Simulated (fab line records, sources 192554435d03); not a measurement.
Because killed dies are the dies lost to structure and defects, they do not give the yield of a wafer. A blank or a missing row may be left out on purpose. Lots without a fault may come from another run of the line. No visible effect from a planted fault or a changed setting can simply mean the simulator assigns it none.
Lot-split experiment    flow n5 finfet    on a route of 1938 steps: 7 lots, 21 wafers read

THE SPLIT
At N5_MIM_BOT_ETCH_ETCH_04 (etches SiNx in CF4/O2, target depth 26 nm, time 13 s), the setting time s was moved away from the recipe's 13 s on 6 of the 21 wafers read, by -17.4% to +20.2%. The other wafers ran this setting at the recipe's value.

The reading comes from the split's own step.

THE READING
etch.depth nm (the simulator's own value, which no gauge read), in nm, at N5_MIM_BOT_ETCH_ETCH_04 (etches SiNx in CF4/O2, target depth 26 nm, time 13 s). The file does not state a usual value for it. Here, 15 wafers ran the recipe; their average is 25.89 nm with a standard deviation of 0.52 nm.

wafer   tool, chamber at the split  time s as run, s  against the recipe  etch.depth nm, nm  against lot-mates on the recipe
L076.3  rie diel-01, 1              13                recipe              25.89              -
L076.4  rie diel-01, 0              12.17             -6.4%               23.18              -2.71
L076.5  rie diel-01, 3              12.17             -6.4%               24.23              -1.66
L078.2  rie diel-02, 2              13                recipe              26.01              -
L078.3  rie diel-02, 1              13                recipe              25.93              -
L078.4  rie diel-02, 3              13                recipe              25.73              -
L080.2  rie diel-01, 2              15.63             +20.2%              30.03              +3.55
L080.3  rie diel-01, 3              13                recipe              26.48              -
L080.4  rie diel-01, 0              15.63             +20.2%              30.13              +3.65
L084.1  rie diel-01, 1              13                recipe              26.09              -
L084.2  rie diel-01, 3              13                recipe              26.42              -
L084.3  rie diel-01, 2              13                recipe              24.86              -
L083.2  rie diel-02, 3              13                recipe              25.64              -
L083.3  rie diel-02, 1              10.74             -17.4%              21.53              -3.99
L083.6  rie diel-02, 0              13                recipe              25.4               -
L087.1  rie diel-01, 2              11.87             -8.7%               22.85              -3.82
L087.2  rie diel-01, 1              13                recipe              26.58              -
L087.4  rie diel-01, 3              13                recipe              26.76              -
L090.1  rie diel-02, 1              13                recipe              25.96              -
L090.2  rie diel-02, 0              13                recipe              25.13              -
L090.3  rie diel-02, 2              13                recipe              25.51              -

THE FIT
A straight line over all 21 wafers: etch.depth nm changes by +0.235 nm for each +1% of time s; r = +0.96; the points scatter about the line by 0.59 nm.
The same after taking each lot's own level away (the mean of its wafers on the recipe; 21 wafers): +0.216 nm for each +1%; r = +0.94; scatter 0.62 nm.
Per that fit: largest time s move, reading shift of 4.4 nm.
The lots' own levels span 25.520 to 26.670 nm, that is 2.2 times the standard deviation above.
The two slopes agree, so the slope changes little with the lot-to-lot level.
Check: +4.46 nm against its lot-mates is what the line predicts for one of the wafers moved furthest among these (+20.2%) when that wafer is left out of the fit. It came out at +3.55 nm against them.

ADDITIONAL SPLITS CARRIED BY THESE WAFERS
Other splits were also applied to these wafers ahead of the reading. Each is held against what the fit with the lots' levels taken away leaves over:
other split on the same wafers  wafers away from the commonest value  r with etch.depth nm (lot level and that fit taken away)
N5_BEOL_M8_COAT_22 spin rpm     5                                     +0.00
N5_BEOL_M9_COAT_05 spin rpm     10                                    -0.06
N5_BEOL_M10_COAT_63 spin rpm    4                                     -0.27
N5_BEOL_M10_COAT_22 spin rpm    8                                     +0.13
N5_BEOL_M11_ETCH_41 time s      6                                     -0.05
N5_BEOL_M12_ETCH_38 time s      8                                     -0.30
N5_BEOL_M12_SPUTTER_44 time s   6                                     +0.12
N5_BEOL_M13_SPUTTER_43 power w  8                                     -0.19
N5_BEOL_M15_COAT_56 spin rpm    8                                     -0.04

THE FILE'S OWN FIT
etch.depth nm changes by +0.229 nm for each +1% of time s, r = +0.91.
